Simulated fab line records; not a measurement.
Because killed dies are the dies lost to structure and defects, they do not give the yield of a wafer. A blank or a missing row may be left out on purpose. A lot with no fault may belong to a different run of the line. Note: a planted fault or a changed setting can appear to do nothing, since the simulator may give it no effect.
fab line records	flow nand-harc
record lots=5	wafers=15	last-day=24
route steps=1159 shown P_CONTACT@249 P_M0@253 END@1159
lots untouched by any fault: they come from a run of this same line in which no faults occurred
start-h: the number of hours between the record's first day and the start of the first shown wafer of the lot	wait-h: how many hours have passed since the lot's step before this one	" identical to the entry in the row above	L1.1+2: a row that stands for several wafers	- value missing, or start not given	* or withheld: withheld	< > ~ a bound
route shown NAME@n: names a module that has steps shown in the file, with the first one's number in the route	usual: mean and standard deviation over wafers with no fault	same: alike in all rows	chamber/n: place in a boat	sites: readings site by site	_std_site: how widely they spread, as a standard deviation	_edge_site: the outer-site mean with the inner-site mean subtracted	radius-mm: how far each site lies from the wafer's centre	mask NAME#n: copy n	behind: the most recent tool/chamber to have shaped the wafer	hold: the reason the lot was held/the length of the hold in hours/how it ended	device: the n, p or np transistor that did not switch	end of line: the same wafers' tests at the end of the route	step lacking rows: just its recipe	killed: at the first sort, the dies lost to defects and structure; wafer yield is something else	map: shows each die of a wafer: x if killed, . if not, _ if none is there
set.NAME: the setting that was run; set.NAME@STEP: the one run at that earlier step	model.NAME: the simulator's own value behind a step, which no gauge read
a table for each step, a row for each wafer; lots at some steps of the route
services: a tool's chamber out of use, with start hour (start-h, from the record's first day; less than 0 if before it), hours out, and reason
## steps
# step NHARC_P_CONTACT_CMP_24
# recipe t-overpolish-s=30	target-thk-nm=200
# usual motor-current-A=12.3/1.4	overpolish-run-s=29.999/0.0099	time-to-endpoint-s=39.1/2.8
lot.wafer	tool	chamber	start-h	wait-h	motor-current-A	overpolish-run-s	time-to-endpoint-s
L238.1	cmp-02	3	139.22	0.5	12.6	29.988	40.9
L238.2	"	0	"	"	13.5	29.996	37.8
L238.4	"	1	"	"	10.0	30.015	35.6
L243.3	cmp-01	3	146.45	0.5	11.9	29.989	39.5
L243.6	"	0	"	"	13.7	29.995	39.1
L243.5	"	1	"	"	11.7	30.005	36.0
L245.3	cmp-02	0	171.96	0.3	13.1	29.990	37.1
L245.2	"	1	"	"	10.6	30.008	35.0
L245.1	"	2	"	"	11.2	29.993	37.3
L249.2	cmp-03	2	195.22	0.8	14.1	30.012	41.6
L249.4	"	3	"	"	10.0	29.991	44.3
L249.3	"	0	"	"	12.1	30.009	41.4
L255.2	cmp-03	3	226.64	0.5	10.1	29.991	40.1
L255.6	"	3	"	"	10.2	29.992	43.0
L255.5	"	0	"	"	11.9	30.001	40.2
# step NHARC_P_CONTACT_SRD_26
# step NHARC_P_CONTACT_INSPECT_27
# usual raw-defect-count=303/120
lot.wafer	tool	chamber	start-h	wait-h	raw-defect-count
L238.1	defect-inspect-01	-	139.60	0.1	355
L238.2	"	-	"	"	318
L238.4	"	-	"	"	272
L243.3	defect-inspect-02	-	146.78	0.1	227
L243.5	"	-	"	"	412
L243.6	"	-	"	"	312
L245.1	defect-inspect-01	-	172.34	0.1	539
L245.2	"	-	"	"	375
L245.3	"	-	"	"	398
L249.2	defect-inspect-02	-	195.62	0.1	255
L249.3	"	-	"	"	180
L249.4	"	-	"	"	171
L255.2	defect-inspect-01	-	227.04	0.1	230
L255.5	"	-	"	"	406
L255.6	"	-	"	"	234
# step NHARC_P_M0_DEP_00
# recipe target-thk-a=1500	target-thk-nm=150	temp-c=withheld	pressure-torr=5	flow-sccm=200	rf-w=600	material=SiOC
# step NHARC_P_M0_DEHYDRATE_01
# recipe temp-c=150	time-s=120
# step NHARC_P_M0_HMDS_02
# recipe time-s=30
# step NHARC_P_M0_COAT_33
# recipe temp-c=200	time-s=65
# step NHARC_P_M0_COAT_03
# recipe spin-rpm=1500	resist-thk-nm=90
# step NHARC_P_M0_SOFTBAKE_04
# recipe temp-c=105	time-s=55
# step NHARC_P_M0_EBR_05
# step NHARC_P_M0_EXPOSE_06
# recipe na=1.35	target-cd-nm=90	dose-mj=81.28	mask-id=P_M0
# step NHARC_P_M0_PEB_07
# recipe peb-temp-c=100	peb-time-s=65
# usual heater-power-total-W=156.6/0.44	plate-temp-C=100.01/0.11
lot.wafer	tool	chamber	start-h	wait-h	heater-power-total-W	plate-temp-C
L238.1	litho-track-01	0	140.45	0.1	157.2	100.05
L238.2	"	0	"	"	157.2	100.11
L238.4	"	0	"	"	156.9	99.96
L243.3	litho-track-06	0	147.48	0.0	157.1	100.09
L243.5	"	0	"	"	156.1	100.18
L243.6	"	0	"	"	157.0	99.89
L245.1	litho-track-06	0	173.04	0.1	186.7	113.71
L245.2	"	0	"	"	186.7	113.86
L245.3	"	0	"	"	186.5	113.69
L249.2	litho-track-01	0	196.44	0.1	157.2	99.96
L249.3	"	0	"	"	156.5	99.86
L249.4	"	0	"	"	157.2	100.02
L255.2	litho-track-01	0	227.75	0.1	155.9	100.14
L255.5	"	0	"	"	156.2	99.98
L255.6	"	0	"	"	156.6	99.77
# step NHARC_P_M0_DEVELOP_08
# recipe develop-time-s=35	dev-temp-c=23
# step NHARC_P_M0_CD_MEAS_09
# recipe target-cd-nm=90	landing-energy-ev=500
# usual cd-nm=90.3/0.6
# same landing-energy-ev=500
lot.wafer	tool	chamber	start-h	wait-h	cd-nm
L238.1	cd-sem-02	0	140.53	-	90.4
L238.2	"	0	"	"	90.3
L238.4	"	0	"	"	91.3
L243.3	cd-sem-01	0	147.57	-	89.7
L243.5	"	0	"	"	89.1
L243.6	"	0	"	"	90.3
L245.1	cd-sem-02	0	173.12	-	119.6
L245.2	"	0	"	"	119.6
L245.3	"	0	"	"	119.5
L249.2	cd-sem-03	0	196.52	-	91.0
L249.3	"	0	"	"	89.9
L249.4	"	0	"	"	91.1
L255.2	cd-sem-03	0	227.83	-	90.4
L255.5	"	0	"	"	90.2
L255.6	"	0	"	"	89.8
# step NHARC_P_M0_OVL_MEAS_10
# recipe pitch-nm=180
# usual overlay-x-nm=-0.2/0.85	overlay-y-nm=0.1/0.69
lot.wafer	tool	chamber	start-h	wait-h	overlay-x-nm	overlay-y-nm
L238.1	overlay-01	-	140.62	-	-0.8	1.3
L238.2	"	-	"	"	-1.1	1.1
L238.4	"	-	"	"	-0.8	1.5
L243.3	overlay-02	-	147.65	-	-0.7	0.6
L243.5	"	-	"	"	-0.2	0.1
L243.6	"	-	"	"	-0.6	0.6
L245.1	overlay-01	-	173.21	-	1.4	-0.8
L245.2	"	-	"	"	1.7	-1.6
L245.3	"	-	"	"	1.9	-1.5
L249.2	overlay-01	-	196.61	-	1.6	0.1
L249.3	"	-	"	"	1.8	-0.6
L249.4	"	-	"	"	1.3	0.0
L255.2	overlay-01	-	227.92	-	-0.3	-0.5
L255.5	"	-	"	"	-0.9	-0.1
L255.6	"	-	"	"	-0.7	-0.1
# step NHARC_P_M0_INSPECT_11
# usual raw-defect-count=4.1/2.4
lot.wafer	tool	chamber	start-h	wait-h	raw-defect-count
L238.1	defect-inspect-02	-	140.65	0.0	10
L238.2	"	-	"	"	8
L238.4	"	-	"	"	8
L243.3	defect-inspect-02	-	147.69	0.0	5
L243.5	"	-	"	"	7
L243.6	"	-	"	"	4
L245.1	defect-inspect-01	-	173.24	0.0	3
L245.2	"	-	"	"	3
L245.3	"	-	"	"	0
L249.2	defect-inspect-02	-	196.64	0.0	7
L249.3	"	-	"	"	5
L249.4	"	-	"	"	4
L255.2	defect-inspect-01	-	227.96	0.0	6
L255.5	"	-	"	"	1
L255.6	"	-	"	"	5
# step NHARC_P_M0_DESCUM_14
# recipe time-s=3	o2-flow-sccm=200	ar-flow-sccm=0	bias-power-w=0	chemistry=O2
# usual chamber-pressure-mTorr=60.00/0.055	drypump-motor-current-A=5.5/0.53	oes-product-au=1.001/0.012	rf-vpp-V=57.8/0.89	showerhead-plenum-p-Torr=1.92/0.095	throttle-valve-pct=11.312/0.0088
lot.wafer	tool	chamber	start-h	wait-h	chamber-pressure-mTorr	drypump-motor-current-A	oes-product-au	rf-hours-counter-h	rf-vpp-V	showerhead-plenum-p-Torr	throttle-valve-pct	model.P_M0.cd-nm
L238.1	rie-diel-05	3	140.71	0.1	60.02	5.3	1.014	9	57.1	1.99	11.325	90.49
L238.4	"	0	"	"	60.01	4.9	0.987	10	56.6	1.80	11.317	92.35
L238.2	"	1	"	"	59.91	4.7	1.012	10	58.0	1.79	11.320	91.2
L243.3	rie-diel-12	3	147.77	0.1	59.94	6.1	0.975	9	57.1	1.99	11.307	90.71
L243.5	"	0	"	"	60.03	5.8	1.003	-	57.1	1.97	11.302	89.05
L243.6	"	3	"	"	60.09	6.1	0.976	-	59.2	1.99	11.303	90.4
L245.1	rie-diel-12	2	173.31	0.1	60.08	5.8	0.983	12	57.2	1.82	11.310	119.7
L245.2	"	3	"	"	60.07	6.1	0.984	12	57.4	1.99	11.300	119.6
L245.3	"	0	"	"	59.96	5.8	1.002	11	58.6	1.97	11.302	119.4
L249.4	rie-diel-12	1	196.70	0.1	60.05	6.5	0.997	9	56.8	1.91	11.310	90.21
L249.2	"	2	"	"	59.97	5.9	0.987	14	57.7	1.82	11.302	90.86
L249.3	"	3	"	"	60.04	6.1	0.980	14	57.7	1.98	11.323	90.08
L255.2	rie-diel-12	2	228.02	0.1	60.11	5.8	0.997	0	58.2	1.82	11.320	90.58
L255.5	"	2	"	"	60.03	5.8	1.006	-	57.3	1.82	11.298	90.61
L255.6	"	3	"	"	59.94	6.1	0.978	-	57.1	1.98	11.325	90.45
# step NHARC_P_M0_ETCH_34
# recipe target-depth-a=400	overetch-a=120	time-s=43.94	ion-energy-ev=200	n2-flow-sccm=150	h2-flow-sccm=150	ar-flow-sccm=0	rf-w=400	bias-w=150	chemistry=N2/H2
# usual chamber-pressure-mTorr=29.998/0.029	drypump-motor-current-A=5.5/0.52	oes-product-au=1.002/0.012	rf-fwd-power-W=394.9/1.8	rf-vpp-V=431.0/2.9	showerhead-plenum-p-Torr=2.06/0.1	throttle-valve-pct=14.172/0.0093
lot.wafer	tool	chamber	start-h	wait-h	chamber-pressure-mTorr	drypump-motor-current-A	oes-product-au	rf-fwd-power-W	rf-hours-counter-h	rf-vpp-V	showerhead-plenum-p-Torr	throttle-valve-pct
L238.1	rie-diel-05	3	140.80	0.1	30.010	5.3	1.002	390.9	9	433.5	2.12	14.175
L238.2	"	1	"	"	30.034	4.7	1.004	394.7	10	427.4	1.91	14.165
L238.4	"	2	"	"	30.010	5.2	0.982	396.6	10	434.0	2.20	14.178
L243.3	rie-diel-12	0	147.85	0.1	29.978	5.8	1.009	393.6	8	432.7	2.10	14.184
L243.6	"	0	"	"	29.978	5.8	1.007	395.9	-	432.2	2.10	14.166
L243.5	"	3	"	"	30.024	6.1	0.975	396.0	-	431.9	2.12	14.176
L245.2	rie-diel-12	3	173.39	0.1	29.998	6.1	0.985	398.1	12	431.9	2.12	14.180
L245.1	"	0	"	"	29.962	5.8	1.017	395.4	11	432.0	2.10	14.179
L245.3	"	2	"	"	30.020	5.8	0.998	391.7	12	428.3	1.93	14.169
L249.3	rie-diel-12	0	196.79	0.1	29.992	5.9	1.007	394.7	13	433.5	2.10	14.192
L249.2	"	1	"	"	29.978	6.5	0.998	395.0	9	429.8	2.04	14.176
L249.4	"	3	"	"	30.004	6.1	0.986	397.7	14	431.9	2.12	14.175
L255.2	rie-diel-12	0	228.11	0.1	30.000	5.9	1.020	396.1	0	431.6	2.10	14.162
L255.5	"	3	"	"	30.024	6.1	0.979	396.3	-	432.5	2.12	14.180
L255.6	"	0	"	"	30.038	5.8	1.019	395.2	-	433.5	2.10	14.170
# step NHARC_P_M0_ETCH_15
# recipe target-depth-a=1500	overetch-a=150	time-s=82.5	c4f8-flow-sccm=withheld	ar-flow-sccm=400	rf-w=600	bias-w=300	chemistry=C4F8/Ar
# usual chamber-pressure-mTorr=25.000/0.021	oes-product-au=0.955/0.025	rf-fwd-power-W=595.4/2	rf-vpp-V=441/3.1
lot.wafer	tool	chamber	start-h	wait-h	chamber-pressure-mTorr	oes-product-au	rf-fwd-power-W	rf-hours-counter-h	rf-vpp-V	model.P_M0.cd-nm
L238.4	rie-diel-05	0	-	-	25.019	0.946	596.7	10	437	92.48
L238.2	"	1	"	"	24.998	0.989	596.1	10	437	91.81
L238.1	"	2	"	"	25.040	0.962	594.5	10	446	90.75
L243.3	rie-diel-12	3	-	-	24.974	0.912	596.7	9	442	90.77
L243.6	"	0	"	"	25.017	0.933	597.0	-	442	90.75
L243.5	"	2	"	"	25.026	0.921	595.2	-	439	89.16
L245.2	rie-diel-12	1	-	-	24.990	0.931	597.6	8	441	119.5
L245.3	"	3	"	"	24.958	0.908	595.9	12	442	119.1
L245.1	"	0	"	"	24.970	0.944	595.6	11	443	119.7
L249.2	rie-diel-12	1	-	-	24.986	0.937	595.8	9	441	90.4
L249.3	"	2	"	"	24.986	0.910	592.9	14	438	90.08
L249.4	"	3	"	"	24.993	0.914	595.4	14	442	90.21
L255.2	rie-diel-12	2	-	-	25.019	0.959	593.4	0	439	90.6
L255.6	"	1	"	"	25.025	0.986	598.1	-	439	90.22
L255.5	"	2	"	"	25.028	0.963	597.0	-	437	90.75
# step NHARC_P_M0_CD_MEAS_16
# usual cd-nm=90.3/0.86
lot.wafer	tool	chamber	start-h	wait-h	cd-nm
L238.1	cd-sem-02	-	141.02	-	90.6
L238.2	"	-	"	"	91.9
L238.4	"	-	"	"	92.7
L243.3	cd-sem-03	-	148.09	-	90.9
L243.5	"	-	"	"	89.2
L243.6	"	-	"	"	90.3
L245.1	cd-sem-02	-	173.60	-	119.5
L245.2	"	-	"	"	119.5
L245.3	"	-	"	"	118.7
L249.2	cd-sem-01	-	197.00	-	90.3
L249.3	"	-	"	"	89.9
L249.4	"	-	"	"	90.0
L255.2	cd-sem-01	-	228.32	-	90.9
L255.5	"	-	"	"	90.9
L255.6	"	-	"	"	90.5
# step NHARC_END_SORT_01
# recipe temp-c=25
# usual defect-limited-yield=95.4/1.5	killed-at-array=28/10	killed-at-other=0.5/0.82	killed-at-periphery=3.4/2.2	killed-dies=31/10	killed-open=3.4/1.9	killed-short=1.9/1.3	sort_bin_2_pct=1.5/0.6	sort_bin_3_pct=0.29/0.24	sort_bin_4_pct=2.9/0.97	sort-n-pass=646/10	sort-rim-yield-pct=94.7/3	sort-yield-pct=95.4/1.5
# same gross-dies=677	sort_bin_5_pct[%]=0	sort_bin_6_pct[%]=0	sort_bin_7_pct[%]=0	sort_bin_8_pct[%]=0	sort-rim-n-gross=106.00
lot.wafer	tool	chamber	start-h	wait-h	defect-limited-yield[%]	killed-at-array	killed-at-other	killed-at-periphery	killed-dies	killed-open	killed-short	sort_bin_2_pct[%]	sort_bin_3_pct[%]	sort_bin_4_pct[%]	sort-n-pass	sort-rim-yield-pct[%]	sort-yield-pct[%]
L243.3	prober-02	0	488.28	3.1	96.0	26	0	1	27	6	3	1.0	0.30	2.7	650	95.3	96.0
L243.5	prober-02	0	489.90	3.7	96.0	19	3	5	27	5	1	1.5	0.15	2.4	650	98.1	96.0
L243.6	prober-02	0	490.71	4.1	94.8	27	2	6	35	5	1	1.9	0.15	3.1	642	94.3	94.8
L245.1	prober-02	0	515.44	2.6	92.6	24	0	26	50	3	1	1.8	3.40	2.2	627	89.6	92.6
L245.2	prober-02	0	516.24	2.8	90.8	26	0	36	62	2	2	1.6	5.17	2.4	615	97.2	90.8
L245.3	prober-02	0	517.04	3.1	92.5	20	1	30	51	4	3	0.7	3.69	3.1	626	91.5	92.5
L249.2	prober-01	0	516.21	2.8	94.4	32	0	6	38	1	3	1.3	0.89	3.4	639	94.3	94.4
L249.3	prober-01	0	517.02	3.1	95.0	27	0	7	34	5	5	1.9	0	3.1	643	91.5	95.0
L249.4	prober-01	0	517.82	3.4	94.4	32	0	6	38	4	2	1.6	0.30	3.7	639	95.3	94.4
L255.2	prober-01	0	562.10	2.8	96.8	19	0	3	22	4	4	1.2	0.30	1.8	655	92.5	96.8
L255.5	prober-01	0	564.50	3.7	95.9	25	0	3	28	8	2	1.9	0.15	2.1	649	98.1	95.9
L255.6	prober-01	0	565.30	4.0	96.9	19	0	2	21	4	4	1.5	0	1.6	656	93.4	96.9
# killed by level:class
L243.3 A_CHANNEL_HOLE_D1:chamber-film-flake=15 A_CHANNEL_FILL_D1:chamber-film-flake=3 A_CHANNEL_FILL_D1:geometric-particle:short=2 A_SGD_CUT:geometric-particle:open=2 P_CONTACT:geometric-particle:open=1 A_ONON_D1:geometric-particle:open=1 A_CHANNEL_HOLE_D1:geometric-particle:open=1 A_M0:geometric-particle:open=1
L243.5 A_CHANNEL_HOLE_D1:chamber-film-flake=10 A_CONTACT:chamber-film-flake=3 THIN_TSV:chamber-film-flake=3 P_CONTACT:geometric-particle:open=2 P_ZERO_WELL:chamber-film-flake=2 A_CHANNEL_FILL_D1:geometric-particle:short=1 A_WL_FILL:geometric-particle:open=1 A_BLC:geometric-particle:open=1
L243.6 A_CHANNEL_HOLE_D1:chamber-film-flake=16 A_CHANNEL_FILL_D1:chamber-film-flake=3 A_CONTACT:chamber-film-flake=3 P_CONTACT:chamber-film-flake=2 A_STAIRCASE:chamber-film-flake=2 THIN_TSV:chamber-film-flake=2 P_M0:geometric-particle:short=1 P_M0:geometric-particle:open=1
L245.1 P_M0:area-peb=23 A_SLIT:chamber-film-flake=10 A_CHANNEL_HOLE_D1:chamber-film-flake=5 A_CONTACT:geometric-particle:open=2 P_M0:chamber-film-flake=2 A_CONTACT:chamber-film-flake=2 A_CHANNEL_FILL_D1:geometric-particle:open=1 A_WL_FILL:geometric-particle:short=1
L249.2 A_SLIT:chamber-film-flake=17 A_CONTACT:chamber-film-flake=5 A_CHANNEL_HOLE_D1:chamber-film-flake=4 A_STAIRCASE:chamber-film-flake=4 P_STI:chamber-film-flake=2 P_CONTACT:chamber-film-flake=2 P_GATE:geometric-particle:short=1 P_CONTACT:geometric-particle:short=1
L245.2 P_M0:area-peb=30 A_SLIT:chamber-film-flake=11 A_CHANNEL_HOLE_D1:chamber-film-flake=4 A_STAIRCASE:chamber-film-flake=3 A_WL_FILL:chamber-film-flake=3 P_ZERO_WELL:chamber-film-flake=2 P_BONDPAD:chamber-film-flake=2 A_CHANNEL_FILL_D1:chamber-film-flake=2
L249.3 A_SLIT:chamber-film-flake=10 A_CHANNEL_HOLE_D1:chamber-film-flake=4 A_CONTACT:chamber-film-flake=4 A_STAIRCASE:chamber-film-flake=3 P_STI:chamber-film-flake=2 P_STI:geometric-particle:short=1 P_M0:geometric-particle:open=1 P_M1:geometric-particle:open=1
L245.3 P_M0:area-peb=25 A_SLIT:chamber-film-flake=8 P_BONDPAD:chamber-film-flake=3 A_STAIRCASE:chamber-film-flake=3 A_CHANNEL_FILL_D1:chamber-film-flake=2 A_CONTACT:chamber-film-flake=2 P_GATE:geometric-particle:short=1 P_M0:geometric-particle:short=1
L249.4 A_SLIT:chamber-film-flake=14 A_CONTACT:chamber-film-flake=7 A_CHANNEL_HOLE_D1:chamber-film-flake=4 P_CONTACT:chamber-film-flake=3 A_STAIRCASE:chamber-film-flake=3 P_STI:geometric-particle:open=1 P_M0:geometric-particle:open=1 A_ONON_D1:geometric-particle:short=1
L255.2 A_CONTACT:chamber-film-flake=5 A_CHANNEL_FILL_D1:geometric-particle:short=4 A_CHANNEL_HOLE_D1:chamber-film-flake=4 P_M0:geometric-particle:open=2 A_CONTACT:geometric-particle:open=2 A_STAIRCASE:chamber-film-flake=2 P_GATE:chamber-film-flake=1 A_ZERO_WELL:chamber-film-flake=1
L255.5 A_CHANNEL_HOLE_D1:chamber-film-flake=10 A_CONTACT:chamber-film-flake=5 A_WL_FILL:geometric-particle:open=2 A_CONTACT:geometric-particle:open=2 P_M0:chamber-film-flake=2 P_M0:geometric-particle:open=1 A_CHANNEL_FILL_D1:geometric-particle:open=1 A_CHANNEL_FILL_D1:geometric-particle:short=1
L255.6 A_CONTACT:chamber-film-flake=6 A_CHANNEL_HOLE_D1:chamber-film-flake=3 A_WL_FILL:geometric-particle:short=2 A_BLC:geometric-particle:open=2 P_STI:chamber-film-flake=2 A_CHANNEL_FILL_D1:geometric-particle:short=1 A_SGD_CUT:geometric-particle:short=1 A_SLIT:geometric-particle:open=1
# map L245.2 (x killed, . not)
____________.____________
_________......._________
_______..........._______
______.x...........______
_____..............._____
____x................____
____.................____
___..........x........___
___....x...x..........___
__.....................__
__....xx..x............__
_......................._
_.x....x................_
_...x..................._
_..x.................x.._
_.....x..x.............._
.........................
.......x...x.x...........
...x....x................
.....x.xxx.......x....x..
...x..x..x....x..........
_.........x.....xx..xx.._
_....x...........xxxxx.._
_.......x.......x.x.x..._
_...x.............x...x._
_x....x......x.....x...._
__...................x.__
__.xx.............x....__
___..............x....___
___...................___
____......x..........____
____.......x....x....____
_____......x........_____
______.....x.......______
_______..........._______
_________......._________
____________.____________
# map L243.6 (x killed, . not)
____________.____________
_________......._________
_______..........._______
______.............______
_____..............._____
____.................____
____.................____
___...................___
___...................___
__.................x...__
__.x...................__
_.xx...................._
_.x.x.................x._
_xxx.xx................._
_x.xx.............x....._
_x..................x..._
..xx.....................
x.xx.....................
......x..................
...........x.............
.x..............x........
_......................._
_...x......x............_
_......................._
_......................._
_......................._
__.....................__
__.........x......x....__
___x............x...x.___
___...................___
____.................____
____.......x.........____
_____..............._____
______.............______
_______..........._______
_________......._________
____________.____________
## services
tool	chamber	start-h	hours	kind
cmp-03	-	115.39	3.5	repair
litho-track-06	-	117.00	7.0	pm
cmp-02	-	124.01	1.4	repair
cmp-01	-	129.60	12.6	repair
rie-diel-12	1	130.40	6.2	repair
rie-diel-12	0	132.50	-	clean
rie-diel-12	2	132.50	-	clean
rie-diel-12	3	132.50	-	clean
cmp-02	-	134.73	4.0	pm
rie-diel-12	1	145.08	24.0	repair
cmp-03	-	156.43	4.0	pm
rie-diel-12	0	157.06	-	clean
rie-diel-12	2	157.06	-	clean
rie-diel-12	3	157.06	-	clean
rie-diel-05	1	159.67	9.4	repair
cmp-03	-	162.41	1.1	repair
rie-diel-05	-	163.60	9.0	pm
rie-diel-12	0	181.56	-	clean
cmp-01	-	183.30	4.0	pm
cmp-01	-	199.74	0.4	repair
rie-diel-12	-	202.46	9.0	pm
rie-diel-05	2	206.74	8.2	repair
cmp-03	-	209.43	0.3	repair
cmp-02	-	227.41	0.3	repair
## key
first-sign step=NHARC_P_M0_PEB_07	reading=plate-temp-C	direction=up	sigmas=99+	usual=*	struck=*
effect step=NHARC_P_M0_PEB_07	reading=heater-power-total-W	direction=up	sigmas=68	usual=*	struck=*
effect step=NHARC_P_M0_CD_MEAS_09	reading=cd-nm	direction=up	sigmas=49	usual=90.3	struck=119.5	through=control-loop
effect step=NHARC_P_M0_CD_MEAS_16	reading=cd-nm	direction=up	sigmas=34	usual=90.3	struck=119.2	through=control-loop
effect step=NHARC_END_SORT_01	reading=sort_bin_3_pct	direction=up	sigmas=16	usual=0.29	struck=4.09
model-effect step=NHARC_P_M0_DESCUM_14	value=P_M0.cd-nm	without=89.44	struck=119.6
model-effect step=NHARC_P_M0_ETCH_15	value=P_M0.cd-nm	without=89.32	struck=119.4
more-kills-born-at NHARC_P_M0_PEB_07@litho-track-06=78
met-at NHARC_P_M0_PEB_07
struck-wafers L245.1,L245.2,L245.3
loop-trim step=NHARC_P_M0_EXPOSE_06	setting=dose	lots=L245
onset-between 147.48 173.04
fault kind=process-parameter-drift	tool=litho-track-06	chamber=-	onset-h=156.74	steps=NHARC_P_M0_PEB_07	channel=peb-temp-c	offset=*	shape=step	acts-in=*	stated=*
# loop-trim: a control loop set the setting to another value than it would have without faults
